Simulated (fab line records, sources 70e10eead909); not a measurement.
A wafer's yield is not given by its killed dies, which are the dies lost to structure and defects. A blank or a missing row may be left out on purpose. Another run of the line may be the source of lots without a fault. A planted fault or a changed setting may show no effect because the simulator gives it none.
Chamber matching || flow nand-harc || 4 sister chambers for NHARC_THIN_TSV_ETCH_15 on rie-si-01
The step target depth 3000 nm, bosch target overetch cycles 2, bosch etch step 2.8 s. 14 wafers are shown with their chamber, then 7 later ones without.

## WAFERS WITH THEIR CHAMBER
{"wafer": "L240.1", "chamber": 2, "drypump-motor-current-A (A)": 6.8}
{"wafer": "L240.2", "chamber": 1, "drypump-motor-current-A (A)": 6.8}
{"wafer": "L240.5", "chamber": 2, "drypump-motor-current-A (A)": 6.8}
{"wafer": "L247.1", "chamber": 1, "drypump-motor-current-A (A)": 6.8}
{"wafer": "L247.2", "chamber": 2, "drypump-motor-current-A (A)": 6.8}
{"wafer": "L247.3", "chamber": 0, "drypump-motor-current-A (A)": 6.3}
{"wafer": "L248.3", "chamber": 3, "drypump-motor-current-A (A)": 5.5}
{"wafer": "L248.4", "chamber": 1, "drypump-motor-current-A (A)": 6.8}
{"wafer": "L248.5", "chamber": 2, "drypump-motor-current-A (A)": 6.8}
{"wafer": "L251.4", "chamber": 1, "drypump-motor-current-A (A)": 6.8}
{"wafer": "L251.5", "chamber": 0, "drypump-motor-current-A (A)": 6.3}
{"wafer": "L251.6", "chamber": 3, "drypump-motor-current-A (A)": 5.5}
{"wafer": "L258.1", "chamber": 3, "drypump-motor-current-A (A)": 5.5}
{"wafer": "L258.3", "chamber": 1, "drypump-motor-current-A (A)": 6.7}

SIGNATURES (means of the wafers above)
{"reading": "drypump-motor-current-A", "chamber 0": 6.300, "chamber 1": 6.780, "chamber 2": 6.800, "chamber 3": 5.500, "scatter within a chamber": 0.0283}
Rule: for a wafer and a chamber, the distance is found by dividing, reading by reading, the gap between the wafer's reading and the chamber's mean by the reading's scatter, squaring, summing and taking the root. The wafer belongs to the nearest chamber; if the next one is less than 2 further off, it can't be placed. The scatter: the root of (the sum of the squares of (reading less its chamber's mean) over the shown wafers, divided by (wafers less chambers)).

## WAFERS MISSING THEIR CHAMBER
{"wafer": "L258.6", "drypump-motor-current-A (A)": 6.7}
{"wafer": "L260.1", "drypump-motor-current-A (A)": 6.8}
{"wafer": "L260.2", "drypump-motor-current-A (A)": 6.8}
{"wafer": "L260.5", "drypump-motor-current-A (A)": 6.8}
{"wafer": "L261.2", "drypump-motor-current-A (A)": 5.5}
{"wafer": "L261.3", "drypump-motor-current-A (A)": 6.8}
{"wafer": "L261.5", "drypump-motor-current-A (A)": 5.5}

## EACH ONE'S CHAMBER
{"wafer": "L258.6", "from the rows above": "can't be placed: 1 or 2", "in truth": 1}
{"wafer": "L260.1", "from the rows above": "can't be placed: 2 or 1", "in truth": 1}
{"wafer": "L260.2", "from the rows above": "can't be placed: 2 or 1", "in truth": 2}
{"wafer": "L260.5", "from the rows above": "can't be placed: 2 or 1", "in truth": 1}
{"wafer": "L261.2", "from the rows above": 3, "in truth": 3}
{"wafer": "L261.3", "from the rows above": "can't be placed: 2 or 1", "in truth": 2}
{"wafer": "L261.5", "from the rows above": 3, "in truth": 3}
2 of 7 placed correctly. From these rows, 5 cannot be placed; in 5 the true chamber is one of the candidates. Placed wrongly: 0.
